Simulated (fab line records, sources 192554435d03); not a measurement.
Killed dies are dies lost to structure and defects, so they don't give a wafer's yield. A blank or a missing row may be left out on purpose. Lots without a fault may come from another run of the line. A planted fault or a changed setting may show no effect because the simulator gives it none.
Chamber matching | flow n5_finfet | N5_MOL_CONTACT_COAG_ETCHBACK_132 on rie_diel-03: 4 sister chambers
The step etches SiO2 in CHF3, target depth 10 nm, time 6.7 s. 18 wafers are shown with their chamber, then 8 later ones without.

WAFERS WITH THEIR CHAMBER
wafer  | chamber | throttle_valve_pct (%) | drypump_motor_current_A (A) | oes_product_au (a.u.)
L075.3 | 3       | 18.80                  | 5.8                         | 0.82
L075.4 | 2       | 19.05                  | 5.8                         | 0.71
L075.6 | 3       | 18.79                  | 5.8                         | 0.82
L077.1 | 3       | 18.80                  | 5.8                         | 0.81
L077.3 | 2       | 19.09                  | 5.8                         | 0.70
L077.6 | 3       | 18.82                  | 5.8                         | 0.81
L078.1 | 0       | 18.72                  | 5.2                         | 0.73
L078.4 | 3       | 18.81                  | 5.8                         | 0.80
L078.5 | 3       | 18.81                  | 5.8                         | 0.81
L084.2 | 3       | 18.84                  | 5.8                         | 0.79
L084.5 | 1       | 18.17                  | 5.8                         | 0.94
L084.6 | 0       | 18.74                  | 5.2                         | 0.72
L085.2 | 1       | 18.17                  | 5.8                         | 0.94
L085.3 | 3       | 18.85                  | 5.8                         | 0.78
L085.5 | 1       | 18.17                  | 5.9                         | 0.94
L087.3 | 3       | 18.85                  | 5.8                         | 0.78
L087.4 | 3       | 18.85                  | 5.8                         | 0.79
L087.5 | 0       | 18.76                  | 5.2                         | 0.72

SIGNATURES (means of the wafers above)
reading                 | chamber 0 | chamber 1 | chamber 2 | chamber 3 | scatter within a chamber
throttle_valve_pct      | 18.7400   | 18.1700   | 19.0700   | 18.8220   | 0.0216
drypump_motor_current_A | 5.200     | 5.833     | 5.800     | 5.800     | 0.0218
oes_product_au          | 0.7233    | 0.9400    | 0.7050    | 0.8010    | 0.0126
Rule: a wafer's distance from a chamber is the root of the sum, over the readings, of the square of ((its reading less the chamber's mean) divided by the reading's scatter). The wafer belongs to the nearest chamber; if the next one is less than 2 further off, it can't be placed. The scatter: the root of (the sum of the squares of (reading less its chamber's mean) over the shown wafers, divided by (wafers less chambers)).

WAFERS WITHOUT THEIR CHAMBER
wafer  | throttle_valve_pct (%) | drypump_motor_current_A (A) | oes_product_au (a.u.)
L090.2 | 18.76                  | 5.2                         | 0.71
L090.6 | 18.20                  | 5.8                         | 0.91
L091.1 | 18.78                  | 5.2                         | 0.71
L091.4 | 18.18                  | 5.9                         | 0.90
L091.5 | 18.79                  | 5.2                         | 0.71
L092.2 | 18.77                  | 5.2                         | 0.70
L092.4 | 18.88                  | 5.8                         | 0.78
L092.6 | 18.76                  | 5.2                         | 0.71

WHICH CHAMBER EACH WENT THROUGH
wafer  | from the rows above | in truth
L090.2 | 0                   | 0
L090.6 | 1                   | 1
L091.1 | 0                   | 0
L091.4 | 1                   | 1
L091.5 | 0                   | 0
L092.2 | 0                   | 0
L092.4 | 3                   | 3
L092.6 | 0                   | 0
Placed correctly: 8 of 8. Can't be placed from these rows: 0. Placed wrongly: 0.
